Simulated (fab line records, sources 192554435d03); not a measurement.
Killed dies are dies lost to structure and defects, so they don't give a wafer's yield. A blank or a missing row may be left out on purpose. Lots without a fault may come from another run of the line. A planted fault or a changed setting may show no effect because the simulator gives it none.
A struck lot beside a sound one | flow n5_finfet | 31 steps out of a route of 1938
Sound: wafers L768.4, L768.5, L768.6. Struck: wafers L763.2, L763.5, L763.6. The cause comes at the end.
At each step with rows: each side's tool, then ch and its chambers, then its first start. Under that, the readings that differ: sound wafers | struck wafers | difference of the means | sigmas: that difference in standard deviations of wafers without a fault.
alike: readings whose means differ by less than 2 such deviations, and words and numbers that are the same on both sides. not compared: withheld readings, readings that some wafer has no value for, bounds like >300 that may hide the same value, and numbers for which the record gives no deviation and whose values overlap.
The two part at a step that has a row with sigmas, a row that says differs or no value, or rows on one side only. Numbers that don't overlap but have no deviation are shown without sigmas and don't part them. A reading that every wafer of one side lacks parts them only if that side has two wafers or more.

first, 10 steps without rows for these wafers: N5_HKMG_FIN_DESCUM_53 (chemistry O2, time 7.9 s); N5_HKMG_FIN_ETCH_54 (etches SiARC in CF4, target depth 45.5 nm, time 75.8 s); N5_HKMG_FIN_ETCH_55 (etches SOC in N2/H2, target depth 240 nm, time 300 s); N5_HKMG_FIN_STRIP_56 (strips in N2/H2); N5_HKMG_FIN_STRIP_57 (strips in CF4); N5_HKMG_FIN_ETCH_58 (etches SOC in N2/H2, target depth 215.8 nm, time 741 s); N5_HKMG_FIN_STRIP_93 (strips SOC in N2/H2, time 20 s); N5_HKMG_FIN_WET_ETCH_76 (etches Al2O3 in dNH4OH, stops on La2O3, target depth 2.25 nm, rinse time 30 s); N5_HKMG_FIN_STRIP_60 (strips in N2/H2, time 360 s); N5_HKMG_FIN_WET_ETCH_77 (etches La2O3 in dHCl, stops on HfO2, target depth 2 nm).
N5_HKMG_FIN_WET_ETCH_78: etches Al2O3 in dNH4OH, stops on La2O3, target depth 4.5 nm, rinse time 30 s.
  sound on wet_bench-04 ch 0,3,7, day 9 02:41; struck on wet_bench-06 ch 2,4,7, day 7 18:52
then, 17 steps without rows for these wafers: N5_HKMG_FIN_ALD_79 (deposits TiN, target thk 1.5 nm, pulse time 1 s, purge time 3 s); N5_HKMG_FIN_CVD_62 (deposits a-Si from Si2H6, target thk 3 nm, time 20.8 s); N5_HKMG_FIN_RTA_80 (time 2 s); N5_HKMG_FIN_PRECLEAN_64 (cleans in dHF, time 30 s); N5_HKMG_FIN_WET_ETCH_65 (etches a-Si in TMAH, stops on TiN, time 49 s, target depth 3 nm); N5_HKMG_FIN_WET_ETCH_81 (etches TiN in SC1, stops on HfO2, time 57 s, target depth 6 nm); N5_HKMG_FIN_WET_ETCH_82 (etches La2O3 in dHCl, stops on HfO2, target depth 2 nm, rinse time 30 s); N5_HKMG_FIN_ALD_36 (deposits TiN, target thk 1 nm, pulse time 1 s, purge time 3 s); N5_HKMG_FIN_PWFM_ALD_03 (deposits TiN, target thk 2 nm, pulse time 1 s, purge time 3 s); N5_HKMG_FIN_COAT_29 (time 60 s, resist thk 300 nm); N5_HKMG_FIN_COAT_30 (time 60 s, resist thk 35 nm); N5_HKMG_FIN_COAT_06 (resist thk 90 nm); N5_HKMG_FIN_EBR_08; N5_HKMG_FIN_SOFTBAKE_07 (time 60 s); N5_HKMG_FIN_EXPOSE_09 (exposes mask NWFM); N5_HKMG_FIN_PEB_10 (peb time 60 s); N5_HKMG_FIN_DEVELOP_11 (develop time 30 s).
N5_HKMG_FIN_INSPECT_14: inspects for defects (macro).
  sound on defect_inspect-02, day 9 04:56; struck on defect_inspect-01, day 7 20:49
  reading          | sound | struck         | difference | sigmas
  raw_defect_count | 1 2 2 | >300 >300 >300 | differs    |
then, 1 step without rows for these wafers: N5_HKMG_FIN_DESCUM_17 (chemistry O2, time 7.9 s).
-- the record jumps here: 8 days lie between the struck wafers' starts before and after (it left off in module HKMG_FIN and takes up again in module PASSIVATION, whose first step shown is number 1936 of the route) --
N5_PASSIVATION_PROBE_49:
  the record has rows for the struck wafers here (prober-02, day 16 04:32) and none for the sound ones

WHERE THEY PART
First at N5_HKMG_FIN_INSPECT_14; last, within this record, at N5_PASSIVATION_PROBE_49.

WHY: what the simulator had put in
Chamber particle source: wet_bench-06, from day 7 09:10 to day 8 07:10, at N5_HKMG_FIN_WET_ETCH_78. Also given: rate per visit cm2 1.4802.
